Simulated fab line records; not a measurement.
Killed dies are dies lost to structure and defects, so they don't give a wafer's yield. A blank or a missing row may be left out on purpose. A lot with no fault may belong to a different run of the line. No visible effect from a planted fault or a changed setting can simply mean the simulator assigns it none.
Matching of chambers	flow n5-finfet	4 sister chambers for N5_BEOL_M5_STRIP_64 on rie-diel-04
The step strips in CF4. 8 wafers are shown with their chamber, then 10 later ones without.

== WAFERS WITH THEIR CHAMBER ==
wafer	chamber	showerhead-plenum-p-Torr (Torr)	throttle-valve-pct (%)
L079.1	1	1.76	13.75
L080.5	2	1.71	13.58
L083.5	1	1.75	13.78
L085.3	2	1.70	13.60
L085.5	3	1.90	13.12
L085.6	0	1.74	13.63
L086.2	0	1.73	13.64
L086.3	3	1.90	13.13

== WAFERS WITHOUT THEIR CHAMBER ==
wafer	showerhead-plenum-p-Torr (Torr)	throttle-valve-pct (%)
L086.6	1.73	13.64
L090.1	1.75	13.23
L090.4	1.90	13.15
L090.5	1.73	13.66
L096.3	1.89	13.18
L096.4	1.75	13.23
L096.5	1.89	13.17
L095.3	1.73	13.67
L095.5	1.75	13.26
L095.6	1.89	13.18

== CHAMBER TAKEN BY EACH ==
wafer	from the rows above	in truth
L086.6	0	0
L090.1	can't be placed: 3 or 2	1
L090.4	3	3
L090.5	0	0
L096.3	3	3
L096.4	can't be placed: 3 or 2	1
L096.5	3	3
L095.3	0	0
L095.5	can't be placed: 2 or 3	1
L095.6	3	3
Placed correctly: 7 of 10. Can't be placed from these rows: 3 (the true chamber is among the candidates in 0). Number placed wrongly: 0.
How it was worked out, from the rows above alone: a wafer's distance from a chamber is the root of the sum, over the readings, of the square of ((its reading less the chamber's mean) divided by the reading's scatter). The wafer belongs to the nearest chamber; if the next one is less than 2 further off, it can't be placed. Each chamber's mean is taken over the wafers shown for it. The scatter: the root of (the sum of the squares of (reading less its chamber's mean) over the shown wafers, divided by (wafers less chambers)).
